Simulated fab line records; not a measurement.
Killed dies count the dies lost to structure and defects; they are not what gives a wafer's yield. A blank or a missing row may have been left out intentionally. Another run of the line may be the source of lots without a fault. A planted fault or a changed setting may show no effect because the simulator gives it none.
Split-lot study ; flow n5Finfet ; 7 lots, 21 wafers read, on a route of 1938 steps

## ABOUT THE SPLIT
At N5_BEOL_M0_ETCH_109 (etches SiCN in CH3F/O2, target depth 8 nm, overetch 2.4 nm, time 27.4 s), the setting biasW was moved away from the recipe's 75 W on 4 of the 21 wafers read, by -7.1% to +14.8%. All remaining wafers had this setting at the recipe value.

The split's own step is where the reading is taken.

## THE READING
rfVppV, in V, at N5_BEOL_M0_ETCH_109 (etches SiCN in CH3F/O2, target depth 8 nm, overetch 2.4 nm, time 27.4 s). Fault-free wafers of this fab line usually give 296.9 V, standard deviation 1.7 V.

wafer;tool, chamber at the split;biasW as run, W;against the recipe;rfVppV, V;against lot-mates on the recipe
L074.2;rieDiel-06, 0;75;recipe;294.8;-
L074.4;rieDiel-06, 1;75;recipe;298.9;-
L074.6;rieDiel-06, 2;75;recipe;298.6;-
L075.2;rieDiel-01, 2;79.65;+6.2%;306.7;+9.3
L075.4;rieDiel-01, 1;79.65;+6.2%;309.6;+12.2
L075.6;rieDiel-01, 2;75;recipe;297.4;-
L082.3;rieDiel-06, 3;75;recipe;297.8;-
L082.4;rieDiel-06, 1;75;recipe;296.6;-
L082.6;rieDiel-06, 2;75;recipe;298.5;-
L084.3;rieDiel-02, 3;69.66;-7.1%;281.2;-16.3
L084.4;rieDiel-02, 1;75;recipe;295.6;-
L084.6;rieDiel-02, 2;75;recipe;299.4;-
L086.1;rieDiel-02, 0;75;recipe;294.5;-
L086.2;rieDiel-02, 1;75;recipe;295.7;-
L086.6;rieDiel-02, 2;75;recipe;298.5;-
L093.1;rieDiel-01, 3;75;recipe;295.8;-
L093.2;rieDiel-01, 0;75;recipe;296.2;-
L093.4;rieDiel-01, 1;75;recipe;297.7;-
L095.1;rieDiel-01, 3;75;recipe;296.8;-
L095.4;rieDiel-01, 2;75;recipe;295.8;-
L095.6;rieDiel-01, 1;86.13;+14.8%;323.9;+27.6

FIT RESULTS
A straight line over all 21 wafers: rfVppV changes by +1.88 V for each +1% of biasW; r = +0.98; the points scatter about the line by 1.6 V.
The same after taking each lot's own level away (the mean of its wafers on the recipe; 21 wafers): +1.91 V for each +1%; r = +0.98; scatter 1.5 V.
On that fit, the largest move of biasW shifts the reading by 28 V.
The span of the lots' own levels, 296.23 to 297.63 V, comes to 0.8 times the standard deviation stated above.
The two slopes are in agreement: the lot-to-lot level therefore moves the slope only a little.
Check: with one of the wafers moved furthest among these (+14.8%) left out of the fit, the line predicts +28.9 V for it against its lot-mates. It came out at +27.6 V against them.
Tool readings at the split's step, against how far the setting was moved: rfVppV r = +0.98.

## ADDITIONAL SPLITS CARRIED BY THESE WAFERS
Note: prior to the reading, these wafers also went through further splits. Each is held against what the fit with the lots' levels taken away leaves over:
other split on the same wafers;wafers away from the commonest value;r with rfVppV (lot level and that fit taken away)
N5_MOL_CONTACT_COAG_COAT_34 spinRpm;6;-0.32
N5_MOL_CONTACT_COAG_VIA_ETCH_117 biasW;8;+0.05
N5_MOL_CONTACT_COAG_CVD_140 targetThkA;7;-0.36
N5_BEOL_M0_TRENCH_ETCH_107 targetDepthA;5;-0.08

## THE FILE'S OWN FIT
rfVppV changes by +1.92 V for each +1% of biasW, r = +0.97.
